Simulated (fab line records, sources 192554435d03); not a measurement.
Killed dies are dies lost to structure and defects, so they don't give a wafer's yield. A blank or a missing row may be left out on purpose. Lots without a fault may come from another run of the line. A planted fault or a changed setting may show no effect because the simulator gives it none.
One fault seen from 2 desks | flow n5_finfet | each desk has only its own numbers; what lay behind them comes last

THE METROLOGY DESK
What the gauges read, lot by lot, whatever tool the lot ran on: means of the sampled wafers that have a number. A lot is out of limits, marked OUT, if its mean lies more than 4 standard deviations from the usual mean; the brackets give that distance. Of its 16 readings 7 are shown: the one that was out of limits first, and those that lie furthest out on some lot.
Columns: A = CJ_P at N5_BEOL_M4_RC_MEAS_101, usual 5.80; B = IOFF_P_85C at N5_BEOL_M4_RC_MEAS_101, usual 3.4 nA/um; C = IOFF_P_LIN at N5_BEOL_M4_RC_MEAS_101, usual 0.091 nA/um; D = ION_P at N5_BEOL_M4_RC_MEAS_101, usual 455 uA/um; E = REXT_P at N5_BEOL_M4_RC_MEAS_101, usual 100.3 ohm.um; F = VT_P at N5_BEOL_M4_RC_MEAS_101, usual -253 mV; G = VT_P_LVT at N5_BEOL_M4_RC_MEAS_101, usual -100.2 mV
lot  | first seen here | A              | B              | C                | D             | E               | F              | G
L481 | day 10 10:39    | 5.83           | 3.5            | 0.093            | 458           | 99.4            | -252           | -98.8
L487 | day 12 13:13    | 2.00 (-18) OUT | 0.6 (-5.9) OUT | 0.014 (-6.4) OUT | 180 (-38) OUT | 148.9 (+19) OUT | -304 (-16) OUT | -150.8 (-19) OUT
L488 | day 13 00:28    | 2.06 (-18) OUT | 0.5 (-6.0) OUT | 0.014 (-6.4) OUT | 179 (-38) OUT | 140.0 (+15) OUT | -306 (-16) OUT | -153.4 (-20) OUT
L489 | day 13 04:21    | 2.05 (-18) OUT | 0.5 (-6.0) OUT | 0.013 (-6.5) OUT | 178 (-38) OUT | 143.2 (+16) OUT | -307 (-16) OUT | -154.1 (-20) OUT
L493 | day 13 17:46    | 5.88           | 3.4            | 0.090            | 454           | 99.2            | -256           | -99.9
L499 | day 14 13:58    | 5.57           | 3.9            | 0.102            | 463           | 98.7            | -251           | -98.2
L497 | day 14 19:54    | 5.87           | 3.7            | 0.096            | 457           | 101.6           | -252           | -100.0
L501 | day 16 01:31    | 5.84           | 3.4            | 0.097            | 460           | 101.6           | -250           | -98.1
This desk's finding: out of limits on L487, L488, L489; first on L487, day 12 13:13 (CJ_P at N5_BEOL_M4_RC_MEAS_101). In limits: L481, L493, L499, L497, L501.

THE TOOL OWNER'S DESK: rie_si-06
The tool's own readings at N5_SD_EPI_P_SD_RECESS_17 (chemistry HBr/Cl2/O2, target depth 39.1 nm, bt time 3 s): means of the sampled wafers that have a number, for each lot that ran on this tool. A lot is out of limits, marked OUT, if its mean lies more than 4 standard deviations from the usual mean; the brackets give that distance.
Columns: A = HBr_flow_sccm at N5_SD_EPI_P_SD_RECESS_17, usual 150.0 sccm; B = O2_flow_sccm at N5_SD_EPI_P_SD_RECESS_17, usual 12.00 sccm; C = chamber_pressure_mTorr at N5_SD_EPI_P_SD_RECESS_17, usual 10.001 mTorr; D = drypump_motor_current_A at N5_SD_EPI_P_SD_RECESS_17, usual 5.9 A; E = oes_product_au at N5_SD_EPI_P_SD_RECESS_17, usual 1.002 a.u.; F = throttle_valve_pct at N5_SD_EPI_P_SD_RECESS_17, usual 37.0 %
lot  | first seen here | A     | B     | C      | D   | E     | F
L481 | day 4 00:13     | 149.8 | 11.99 | 10.003 | 5.9 | 0.999 | 36.9
L493 | day 7 05:26     | 150.3 | 11.95 | 9.993  | 5.7 | 1.000 | 36.8
L501 | day 9 05:59     | 150.5 | 11.98 | 10.005 | 5.7 | 1.001 | 36.8
This desk's finding: nothing out of limits on any of the 3 lots.

PUT TOGETHER
The metrology desk could have raised an alarm at day 12 13:13, on L487, L488, L489.
The tool owner's desk saw nothing out of limits.
The tool owner's desk has no number on record for L487, L488, L489.
Of the lots named, all ran N5_SD_EPI_P_SD_RECESS_17 on rie_si-06.

WHAT THE SIMULATOR HAD PUT IN
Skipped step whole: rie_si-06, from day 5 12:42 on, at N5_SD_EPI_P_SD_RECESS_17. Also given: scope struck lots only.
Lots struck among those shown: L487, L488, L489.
Hours from the fault's start to each desk's first reading out of limits: the metrology desk, 169.
